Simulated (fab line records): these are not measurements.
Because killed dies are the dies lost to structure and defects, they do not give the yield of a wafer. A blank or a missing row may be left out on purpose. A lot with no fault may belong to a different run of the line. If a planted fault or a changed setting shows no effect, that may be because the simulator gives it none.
Chamber matching | flow nand_harc | NHARC_A_CONTACT_DEP_24 on pecvd-02: 3 sister chambers
The step deposits SiO2, target thk 500 nm. 20 wafers are shown with their chamber, then 10 later ones without.

== WAFERS WITH THEIR CHAMBER ==
wafer  | chamber | throttle_valve_pct (%) | heater_power_w (W)
L075.1 | 0       | 15.2                   | 514
L075.3 | 2       | 15.6                   | 329
L075.4 | 0       | 15.5                   | 523
L080.3 | 1       | 16.4                   | 376
L080.4 | 1       | 16.5                   | 402
L080.5 | 2       | 15.3                   | 317
L079.1 | 0       | 15.5                   | 436
L079.4 | 1       | 16.6                   | 438
L079.6 | 0       | 15.8                   | 466
L083.3 | 2       | 15.6                   | 333
L083.4 | 1       | 16.6                   | 468
L083.6 | 0       | 15.4                   | 399
L084.3 | 2       | 15.8                   | 297
L084.4 | 1       | 16.7                   | 412
L084.6 | 2       | 16.0                   | 315
L089.2 | 2       | 15.6                   | 371
L089.3 | 0       | 15.7                   | 483
L089.4 | 2       | 15.8                   | 382
L090.1 | 0       | 15.6                   | 486
L090.2 | 2       | 15.9                   | 310

SIGNATURES (averages over the wafers above)
reading            | chamber 0 | chamber 1 | chamber 2 | scatter within a chamber
throttle_valve_pct | 15.529    | 16.560    | 15.700    | 0.192
heater_power_w     | 472.43    | 419.20    | 331.75    | 36.4
Rule: a wafer lies at a distance from a chamber equal to the root of the sum of squares, over the readings, of (its reading less the chamber's mean, divided by the reading's scatter). The wafer belongs to the nearest chamber; if the next one is less than 2 further off, it can't be placed. The scatter is the square root of a quotient: the sum, over the shown wafers, of each reading's squared deviation from its chamber's mean, divided by wafers minus chambers.

== WAFERS WITHOUT THEIR CHAMBER ==
wafer  | throttle_valve_pct (%) | heater_power_w (W)
L090.3 | 16.5                   | 425
L092.2 | 15.9                   | 412
L092.4 | 15.9                   | 389
L092.5 | 16.0                   | 433
L095.2 | 15.9                   | 499
L095.4 | 16.7                   | 387
L095.5 | 16.2                   | 357
L097.2 | 15.8                   | 476
L097.4 | 16.4                   | 373
L097.6 | 16.8                   | 455

== THE CHAMBER EACH PASSED THROUGH ==
wafer  | from the rows above          | in truth
L090.3 | 1                            | 1
L092.2 | can't be placed: 2 or 0 or 1 | 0
L092.4 | can't be placed: 2 or 0 or 1 | 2
L092.5 | can't be placed: 0 or 1 or 2 | 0
L095.2 | 0                            | 0
L095.4 | 1                            | 1
L095.5 | can't be placed: 1 or 2      | 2
L097.2 | 0                            | 0
L097.4 | 1                            | 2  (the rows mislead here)
L097.6 | 1                            | 1
Correctly placed: 5 of 10. These rows do not allow placing 4 (true chamber among the candidates in 4). Wrongly placed: 1.
